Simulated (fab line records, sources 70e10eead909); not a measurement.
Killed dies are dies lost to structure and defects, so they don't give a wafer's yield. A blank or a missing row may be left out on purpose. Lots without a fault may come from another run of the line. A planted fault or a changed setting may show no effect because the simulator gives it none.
fab line records | flow nand_harc
record lots=13 wafers=39 last_day=24
route steps=1159 shown THIN_TSV@1124 END@1159
lots that met no fault: from a run of the same line without faults
start_h: hours from the record's first day to the start of the lot's first wafer shown | wait_h: hours since the lot's step before | " the same as in the row above | L1.1+2: a row that stands for several wafers | - no value, or no start given | * or withheld: withheld | < > ~ a bound
route shown NAME@n: a module of which the file shows steps, and the number in the route of the first | usual: mean/standard deviation of fault-free wafers | same: alike in all rows | chamber/n: place in a boat | sites: the reading at each site | _std_site: their standard deviation | _edge_site: outer sites' mean less inner sites' | radius_mm: how far each site lies from the wafer's centre | mask NAME#n: copy n | behind: the tool/chamber that last shaped the wafer | hold: why the lot was held/for how many hours/how that ended | device: the transistor (n, p or np) that didn't switch | end of line: the same wafers' tests at the end of the route | a step without rows: its recipe alone | killed: dies lost to structure and defects at the first sort, not the wafer's yield | map: a wafer's dies, x killed, . not, _ none there
set.NAME: the setting as run; set.NAME@STEP: as run at that earlier step | model.NAME: the simulator's own value behind a step, which no gauge read
steps of the route over a sample of lots; a table a step, a row a wafer
services: from which hour (start_h, from the record's first day; less than 0 if before it) a tool's chamber was out of use, for how many hours, and why
## steps
# step NHARC_THIN_TSV_DEP_47
# recipe target_thk_a=2000 temp_c=withheld pressure_torr=6.5 rf_w=900 teos_flow_sccm=161.4 flow_sccm=2650 target_thk_nm=200 gas=O2 material=SiO2
# usual throttle_valve_pct=16.1/0.39
# columns lot.wafer tool chamber start_h wait_h throttle_valve_pct
L349.3 pecvd-02 0 409.82 - 16.4
L349.1 " 2 " " 15.4
L349.5 " 1 " " 15.7
L350.3 pecvd-03 2 434.00 - 16.2
L350.1 " 0 " " 16.4
L350.2 " 1 " " 16.8
L351.2 pecvd-02 1 434.69 - 15.9
L351.3 " 2 " " 15.7
L351.6 " 0 " " 16.4
L352.3 pecvd-03 1 436.18 - 16.7
L352.2 " 2 " " 16.6
L352.1 " 0 " " 16.5
L353.1 pecvd-02 2 440.65 - 15.3
L353.6 " 1 " " 15.8
L353.4 " 0 " " 16.3
L357.2 pecvd-02 2 462.62 - 15.7
L357.6 " 0 " " 16.3
L357.5 " 2 " " 15.5
L359.3 pecvd-02 1 482.25 - 16.2
L359.4 " 0 " " 16.3
L359.5 " 1 " " 16.3
L361.3 pecvd-02 1 484.45 - 16.1
L361.2 " 0 " " 16.5
L361.5 " 1 " " 16.2
L358.6 pecvd-01 2 486.52 - 16.1
L358.4 " 0 " " 15.2
L358.5 " 1 " " 15.7
L365.5 pecvd-01 0 530.36 - 15.5
L365.6 " 1 " " 16.1
L365.4 " 2 " " 15.9
L367.4 pecvd-02 0 531.52 - 15.4
L367.6 " 1 " " 15.5
L367.5 " 2 " " 15.6
L370.3 pecvd-03 2 557.94 - 16.6
L370.4 " 0 " " 16.3
L370.6 " 2 " " 16.3
L372.1 pecvd-02 1 570.81 - 15.5
L372.5 " 2 " " 15.8
L372.4 " 1 " " 15.9
# step NHARC_THIN_TSV_ANNEAL_52
# recipe temp_c=225 time_s=90
# usual wafer_temp_C_max=225.98/0.28
# columns lot.wafer tool chamber start_h wait_h wafer_temp_C_max
L349.1 rtp_anneal-01 0 411.99 0.7 226.20
L349.3 " 0 " " 225.95
L349.5 " 0 " " 226.10
L350.1 rtp_anneal-01 0 436.23 0.5 226.19
L350.2 " 0 " " 226.42
L350.3 " 0 " " 225.93
L351.2 rtp_anneal-01 0 436.96 0.7 225.76
L351.3 " 0 " " 225.90
L351.6 " 0 " " 225.95
L352.1 rtp_anneal-01 0 438.85 0.5 225.70
L352.2 " 0 " " 225.78
L352.3 " 0 " " 226.61
L353.1 rtp_anneal-02 0 447.24 0.6 225.54
L353.4 " 0 " " 225.57
L353.6 " 0 " " 225.38
L357.2 rtp_anneal-02 0 464.73 0.6 226.32
L357.5 " 0 " " 225.71
L357.6 " 0 " " 225.93
L359.3 rtp_anneal-01 0 484.38 0.4 226.12
L359.4 " 0 " " 225.87
L359.5 " 0 " " 225.84
L361.2 rtp_anneal-02 0 486.65 0.6 226.10
L361.3 " 0 " " 225.91
L361.5 " 0 " " 225.36
L358.4 rtp_anneal-02 0 488.66 0.6 225.81
L358.5 " 0 " " 226.03
L358.6 " 0 " " 225.77
L365.4 rtp_anneal-01 0 532.49 0.5 226.34
L365.5 " 0 " " 226.17
L365.6 " 0 " " 226.14
L367.4 rtp_anneal-02 0 533.65 0.5 225.70
L367.5 " 0 " " 225.68
L367.6 " 0 " " 226.06
L370.3 rtp_anneal-01 0 560.07 0.4 225.93
L370.4 " 0 " " 226.22
L370.6 " 0 " " 226.63
L372.1 rtp_anneal-02 0 573.34 0.6 225.82
L372.4 " 0 " " 225.96
L372.5 " 0 " " 225.87
# step NHARC_THIN_TSV_ETCH_36
# recipe target_depth_a=650 over_etch_frac=0.3 time_s=18.571 ion_energy_ev=150 chemistry=Cl2/BCl3
# usual drypump_motor_current_A=5.8/0.45 oes_product_au=1.000/0.011
# same over_etch_frac=0.3
# columns lot.wafer tool chamber start_h wait_h drypump_motor_current_A oes_product_au rf_hours_counter_h
L349.1 rie_metal-02 0 414.52 0.2 5.9 0.979 0.7
L349.3 " 1 " " 6.0 0.997 -
L349.5 " 1 " " 6.0 0.989 -
L350.1 rie_metal-02 0 438.97 0.2 5.9 0.981 1.3
L350.2 " 0 " " 5.9 0.980 -
L350.3 " 0 " " 5.9 0.980 -
L351.2 rie_metal-01 1 440.18 0.2 5.0 1.005 3.0
L351.3 " 0 " " 6.5 0.996 -
L351.6 " 1 " " 5.0 1.008 -
L352.2 rie_metal-01 0 447.05 0.2 6.5 1.000 3.2
L352.1 " 1 " " 5.0 0.989 3.2
L352.3 " 1 " " 5.0 1.004 -
L353.1 rie_metal-03 1 449.77 0.2 5.5 0.983 5.1
L353.4 " 1 " " 5.5 0.984 -
L353.6 " 1 " " 5.5 0.987 -
L357.2 rie_metal-01 1 467.18 0.2 5.0 1.015 3.7
L357.6 " 0 " " 6.5 0.998 -
L357.5 " 1 " " 5.0 1.009 -
L359.3 rie_metal-03 1 486.79 0.2 5.5 0.823 -
L359.4 " 0 " " 5.7 1.004 -
L359.5 " 0 " " 5.7 1.020 -
L361.2 rie_metal-03 0 489.27 0.2 5.7 1.001 0.9
L361.3 " 1 " " 5.5 0.800 -
L361.5 " 0 " " 5.7 0.990 -
L358.4 rie_metal-02 1 490.89 0.2 6.0 0.992 -
L358.6 " 0 " " 5.9 0.995 -
L358.5 " 1 " " 6.0 0.989 -
L365.4 rie_metal-01 1 534.84 0.2 5.0 1.036 -
L365.6 " 0 " " 6.5 1.002 -
L365.5 " 1 " " 5.0 1.031 -
L367.4 rie_metal-02 1 536.05 0.1 6.0 1.004 -
L367.6 " 1 " " 6.0 1.001 -
L367.5 " 0 " " 5.9 0.994 -
L370.3 rie_metal-02 0 562.46 0.1 5.8 1.004 -
L370.4 " 1 " " 6.0 0.994 -
L370.6 " 1 " " 6.0 0.994 -
L372.1 rie_metal-01 0 575.84 0.2 6.5 1.005 2.0
L372.4 " 0 " " 6.5 0.999 -
L372.5 " 0 " " 6.5 1.002 -
# step NHARC_THIN_TSV_CD_MEAS_37
# usual cd_nm=5001/3.5
# columns lot.wafer tool chamber start_h wait_h cd_nm
L349.1 cd_sem-02 - 415.42 - 5005
L349.3 " - " " 5002
L349.5 " - " " 5007
L350.1 cd_sem-02 - 439.89 - 5003
L350.2 " - " " 5002
L350.3 " - " " 5001
L351.2 cd_sem-02 - 441.26 - 5004
L351.3 " - " " 5003
L351.6 " - " " 4996
L352.1 cd_sem-02 - 448.49 - 5004
L352.2 " - " " 5000
L352.3 " - " " 5001
L353.1 cd_sem-02 - 450.65 - 5007
L353.4 " - " " 4997
L353.6 " - " " 4997
L357.2 cd_sem-02 - 468.08 - 5005
L357.5 " - " " 4995
L357.6 " - " " 5004
L359.3 cd_sem-01 - 487.68 - 5003
L359.4 " - " " 4998
L359.5 " - " " 5002
L361.2 cd_sem-03 - 490.16 - 4998
L361.3 " - " " 5003
L361.5 " - " " 5007
L358.4 cd_sem-01 - 491.78 - 5002
L358.5 " - " " 4999
L358.6 " - " " 4998
L365.4 cd_sem-03 - 535.72 - 4994
L365.5 " - " " 5007
L365.6 " - " " 5003
L367.4 cd_sem-01 - 537.26 - 5005
L367.5 " - " " 5000
L367.6 " - " " 5002
L370.3 cd_sem-03 - 563.36 - 4999
L370.4 " - " " 4999
L370.6 " - " " 5005
L372.1 cd_sem-01 - 576.73 - 5000
L372.4 " - " " 5004
L372.5 " - " " 5000
# step NHARC_END_SORT_01
# recipe temp_c=25
# usual defect_limited_yield=95.3/1.6 killed_at_array=28/11 killed_at_other=0.5/0.87 killed_at_periphery=2.9/2.2 killed_dies=32/11 killed_open=3.2/1.9 killed_short=1.8/1.4 sort_bin_2_pct=1.5/0.62 sort_bin_3_pct=0.22/0.18 sort_bin_4_pct=3.0/1.1 sort_n_pass=645/11 sort_rim_yield_pct=96.1/2.4 sort_yield_pct=95.3/1.6
# same gross_dies=677 sort_bin_5_pct[%]=0 sort_bin_6_pct[%]=0 sort_bin_7_pct[%]=0 sort_bin_8_pct[%]=0 sort_rim_n_gross=106.00
# columns lot.wafer tool chamber start_h wait_h defect_limited_yield[%] killed_at_array killed_at_other killed_at_periphery killed_dies killed_open killed_short sort_bin_2_pct[%] sort_bin_3_pct[%] sort_bin_4_pct[%] sort_n_pass sort_rim_yield_pct[%] sort_yield_pct[%]
L359.3 prober-02 0 500.67 3.1 97.6 15 0 1 16 4 1 1.0 0 1.3 661 98.1 97.6
L359.4 prober-02 0 501.47 3.4 97.3 16 0 2 18 5 4 1.0 0 1.6 659 97.2 97.3
L359.5 prober-02 0 502.27 3.7 98.2 11 1 0 12 4 2 0.6 0 1.2 665 99.1 98.2
L361.2 prober-02 0 507.65 2.8 97.6 14 0 2 16 4 0 0.7 0.44 1.2 661 99.1 97.6
L361.3 prober-02 0 508.44 3.1 97.3 18 0 0 18 4 0 0.6 0.15 1.9 659 99.1 97.3
L361.5 prober-02 0 510.03 3.7 97.8 15 0 0 15 2 0 0 0 2.2 662 99.1 97.8
L372.1 prober-01 0 584.44 2.5 93.6 41 0 2 43 2 1 1.6 0.30 4.4 634 97.2 93.6
L372.4 prober-01 0 586.91 3.5 95.3 29 0 3 32 0 4 1.2 0.59 3.0 645 91.5 95.3
L372.5 prober-01 0 587.74 3.8 93.5 40 1 3 44 4 2 2.5 0.44 3.5 633 90.6 93.5
# killed by level:class
L359.3 A_WL_FILL:chamber_film_flake=4 A_BLC:geometric_particle:open=3 A_CHANNEL_HOLE_D1:chamber_film_flake=3 A_CONTACT:chamber_film_flake=2 A_M0:geometric_particle:short=1 A_M0:geometric_particle:open=1 P_ZERO_WELL:chamber_film_flake=1 A_STAIRCASE:chamber_film_flake=1
L359.4 A_STAIRCASE:chamber_film_flake=3 A_CHANNEL_HOLE_D1:chamber_film_flake=2 A_WL_FILL:chamber_film_flake=2 P_CONTACT:geometric_particle:short=1 P_M1:geometric_particle:open=1 A_SOURCE_PLATE:geometric_particle:short=1 A_SOURCE_PLATE:geometric_particle:open=1 A_ONON_D1:geometric_particle:short=1
L359.5 A_WL_FILL:chamber_film_flake=2 A_SOURCE_PLATE:geometric_particle:open=1 A_SOURCE_PLATE:geometric_particle:short=1 A_CONTACT:geometric_particle:open=1 A_CONTACT:geometric_particle:short=1 A_BLC:geometric_particle:open=1 A_M0:geometric_particle:open=1 A_CHANNEL_HOLE_D1:chamber_film_flake=1
L361.2 A_STAIRCASE:chamber_film_flake=4 A_CHANNEL_HOLE_D1:chamber_film_flake=3 A_WL_FILL:chamber_film_flake=2 A_ONON_D1:geometric_particle:open=1 A_CHANNEL_FILL_D1:geometric_particle:open=1 A_SLIT:geometric_particle:open=1 A_M1:geometric_particle:open=1 P_ZERO_WELL:chamber_film_flake=1
L361.3 A_STAIRCASE:chamber_film_flake=6 A_WL_FILL:chamber_film_flake=3 A_CONTACT:chamber_film_flake=3 A_CHANNEL_HOLE_D1:chamber_film_flake=2 A_CHANNEL_FILL_D1:geometric_particle:open=1 A_WL_FILL:geometric_particle:open=1 A_CONTACT:geometric_particle:open=1 A_BLC:geometric_particle:open=1
L361.5 A_STAIRCASE:chamber_film_flake=7 A_CHANNEL_HOLE_D1:chamber_film_flake=2 A_WL_FILL:chamber_film_flake=2 A_CONTACT:chamber_film_flake=2 A_ONON_D1:geometric_particle:open=1 A_M0:geometric_particle:open=1
L372.1 A_SLIT:chamber_film_flake=18 A_CHANNEL_HOLE_D1:chamber_film_flake=9 A_CONTACT:chamber_film_flake=6 A_SGD_CUT:chamber_film_flake=3 A_WL_FILL:chamber_film_flake=2 A_ONON_D1:geometric_particle:short=1 A_WL_FILL:geometric_particle:open=1 A_BLC:geometric_particle:open=1
L372.4 A_SLIT:chamber_film_flake=13 A_CHANNEL_HOLE_D1:chamber_film_flake=4 A_CONTACT:chamber_film_flake=4 P_GATE:chamber_film_flake=2 A_SGD_CUT:chamber_film_flake=2 A_WL_FILL:chamber_film_flake=2 P_GATE:geometric_particle:short=1 A_ONON_D1:geometric_particle:short=1
L372.5 A_SLIT:chamber_film_flake=19 A_CHANNEL_HOLE_D1:chamber_film_flake=8 A_CONTACT:chamber_film_flake=5 A_SGD_CUT:chamber_film_flake=2 A_WL_FILL:chamber_film_flake=2 P_M0:geometric_particle:open=1 P_M0:geometric_particle:short=1 A_ONON_D1:geometric_particle:open=1
## services
# columns tool chamber start_h hours kind
rie_metal-02 - 388.00 9.0 pm
rie_metal-02 0 388.00 9.0 vent_cycle
rie_metal-02 1 388.00 9.0 vent_cycle
rie_metal-02 0 397.00 - clean
rie_metal-02 1 397.00 - clean
pecvd-01 - 418.05 13.0 pm
rie_metal-02 1 427.36 3.9 repair
rie_metal-01 0 434.32 5.3 repair
rie_metal-02 1 438.97 2.9 repair
pecvd-03 0 451.16 4.9 repair
rie_metal-03 - 453.00 9.0 pm
pecvd-01 - 472.26 0.8 repair
pecvd-03 - 473.03 13.0 pm
rie_metal-01 - 509.00 9.0 pm
rie_metal-01 0 509.00 9.0 vent_cycle
rie_metal-01 1 509.00 9.0 vent_cycle
pecvd-02 1 509.15 12.6 repair
pecvd-02 - 515.01 13.0 pm
pecvd-02 0 515.01 13.0 vent_cycle
pecvd-02 2 515.01 13.0 vent_cycle
pecvd-02 0 528.01 - clean
pecvd-02 1 528.01 - clean
pecvd-02 2 528.01 - clean
rie_metal-02 - 565.00 9.0 pm
## key
first_sign step=NHARC_THIN_TSV_ETCH_36 reading=oes_product_au direction=down sigmas=16 usual=1.000 struck=0.811
effect none on later readings
met_at NHARC_THIN_TSV_ETCH_36
struck_lots L359,L361
struck_wafers L359.3,L361.3
not_acting_at NHARC_THIN_TSV_DEP_47,NHARC_THIN_TSV_ANNEAL_52,NHARC_THIN_TSV_CD_MEAS_37
onset_between 449.77 486.79
fault kind=process_parameter_drift tool=rie_metal-03 chamber=- onset_h=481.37 steps=NHARC_THIN_TSV_ETCH_36 channel=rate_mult offset=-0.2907 shape=step end_h=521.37 scope=struck_wafers_only
